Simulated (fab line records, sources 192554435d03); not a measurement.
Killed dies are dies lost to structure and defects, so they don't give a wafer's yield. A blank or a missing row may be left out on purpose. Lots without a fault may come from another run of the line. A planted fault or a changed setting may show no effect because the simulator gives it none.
Split-lot experiment | flow n5_finfet | 7 lots, 39 wafers read, on a route of 1938 steps

THE SPLIT
At N5_MIM_BOT_SPUTTER_00 (material TiN, target thk 35 nm, time 89.7 s), the setting time_s was moved away from the recipe's 89.7 s on 18 of the 39 wafers read, by -22.8% to +49.1%. The other wafers ran this setting at the recipe's value.

The reading is taken at the split's own step.

THE READING
TiN_of_MIM_BOT_SPUTTER_00.thk_nm (the simulator's own value, which no gauge read), in nm, at N5_MIM_BOT_SPUTTER_00 (material TiN, target thk 35 nm, time 89.7 s). The file gives no usual value for it. The 21 wafers here that ran the recipe average 35.1 nm, standard deviation 0.32 nm.

wafer  | tool, chamber at the split | time_s as run, s | against the recipe | TiN_of_MIM_BOT_SPUTTER_00.thk_nm, nm | against lot-mates on the recipe
L077.1 | pvd_sputter-02, -          | 129.8            | +44.7%             | 50.4                                 | +15.3
L077.2 | pvd_sputter-02, -          | 129.8            | +44.7%             | 50.6                                 | +15.5
L077.3 | pvd_sputter-02, -          | 89.7             | recipe             | 35.2                                 | -
L077.5 | pvd_sputter-02, -          | 89.7             | recipe             | 35.2                                 | -
L077.4 | pvd_sputter-02, -          | 129.8            | +44.7%             | 50.8                                 | +15.7
L077.6 | pvd_sputter-02, -          | 89.7             | recipe             | 34.8                                 | -
L079.1 | pvd_sputter-02, -          | 89.7             | recipe             | 35.6                                 | -
L079.5 | pvd_sputter-02, -          | 89.7             | recipe             | 35.6                                 | -
L079.2 | pvd_sputter-02, -          | 89.7             | recipe             | 35.4                                 | -
L079.3 | pvd_sputter-02, -          | 121.9            | +35.9%             | 48.2                                 | +12.7
L079.4 | pvd_sputter-02, -          | 121.9            | +35.9%             | 48.2                                 | +12.7
L079.6 | pvd_sputter-02, -          | 121.9            | +35.9%             | 48                                   | +12.5
L081.3 | pvd_sputter-01, -          | 89.7             | recipe             | 35                                   | -
L081.4 | pvd_sputter-01, -          | 89.7             | recipe             | 35                                   | -
L081.5 | pvd_sputter-01, -          | 89.7             | recipe             | 35                                   | -
L086.1 | pvd_sputter-01, -          | 89.7             | recipe             | 35                                   | -
L086.4 | pvd_sputter-01, -          | 89.7             | recipe             | 35                                   | -
L086.2 | pvd_sputter-01, -          | 89.7             | recipe             | 35.4                                 | -
L086.3 | pvd_sputter-01, -          | 69.22            | -22.8%             | 27.2                                 | -7.9
L086.5 | pvd_sputter-01, -          | 69.22            | -22.8%             | 26.8                                 | -8.3
L086.6 | pvd_sputter-01, -          | 69.22            | -22.8%             | 27                                   | -8.1
L087.1 | pvd_sputter-03, -          | 131.7            | +46.8%             | 50.8                                 | +16.3
L087.4 | pvd_sputter-03, -          | 131.7            | +46.8%             | 50.8                                 | +16.3
L087.2 | pvd_sputter-03, -          | 89.7             | recipe             | 34.4                                 | -
L087.6 | pvd_sputter-03, -          | 89.7             | recipe             | 34.4                                 | -
L087.3 | pvd_sputter-03, -          | 131.7            | +46.8%             | 51                                   | +16.5
L087.5 | pvd_sputter-03, -          | 89.7             | recipe             | 34.8                                 | -
L088.1 | pvd_sputter-02, -          | 131.9            | +47.0%             | 51.2                                 | +16.3
L088.2 | pvd_sputter-02, -          | 89.7             | recipe             | 34.8                                 | -
L088.3 | pvd_sputter-02, -          | 89.7             | recipe             | 35                                   | -
L088.6 | pvd_sputter-02, -          | 89.7             | recipe             | 35                                   | -
L088.4 | pvd_sputter-02, -          | 131.9            | +47.0%             | 51.8                                 | +16.9
L088.5 | pvd_sputter-02, -          | 131.9            | +47.0%             | 51                                   | +16.1
L095.1 | pvd_sputter-03, -          | 89.7             | recipe             | 35.4                                 | -
L095.2 | pvd_sputter-03, -          | 133.7            | +49.1%             | 52                                   | +16.7
L095.3 | pvd_sputter-03, -          | 89.7             | recipe             | 35.2                                 | -
L095.6 | pvd_sputter-03, -          | 89.7             | recipe             | 35.2                                 | -
L095.4 | pvd_sputter-03, -          | 133.7            | +49.1%             | 52.4                                 | +17.1
L095.5 | pvd_sputter-03, -          | 133.7            | +49.1%             | 52.2                                 | +16.9

THE FIT
A straight line over all 39 wafers: TiN_of_MIM_BOT_SPUTTER_00.thk_nm changes by +0.348 nm for each +1% of time_s; r = +1.00; the points scatter about the line by 0.35 nm.
The same after taking each lot's own level away (the mean of its wafers on the recipe; 39 wafers): +0.349 nm for each +1%; r = +1.00; scatter 0.18 nm.
On that fit, the largest move of time_s shifts the reading by 17 nm.
The lots' own levels span 34.53 to 35.53 nm, that is 3.2 times the standard deviation above.
So the lot-to-lot level changes the slope little: the two slopes agree.
Check: with one of the wafers moved furthest among these (+49.1%) left out of the fit, the line predicts +17.1 nm for it against its lot-mates. It came out at +16.7 nm against them.

OTHER SPLITS ON THESE WAFERS
These wafers also went through other splits before the reading. Each is held against what the fit with the lots' levels taken away leaves over:
other split on the same wafers    | wafers away from the commonest value | r with TiN_of_MIM_BOT_SPUTTER_00.thk_nm (lot level and that fit taken away)
N5_BEOL_M11_TRENCH_ETCH_37 time_s | 18                                   | +0.35

THE FILE'S OWN FIT
TiN_of_MIM_BOT_SPUTTER_00.thk_nm changes by +0.348 nm for each +1% of time_s, r = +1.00.
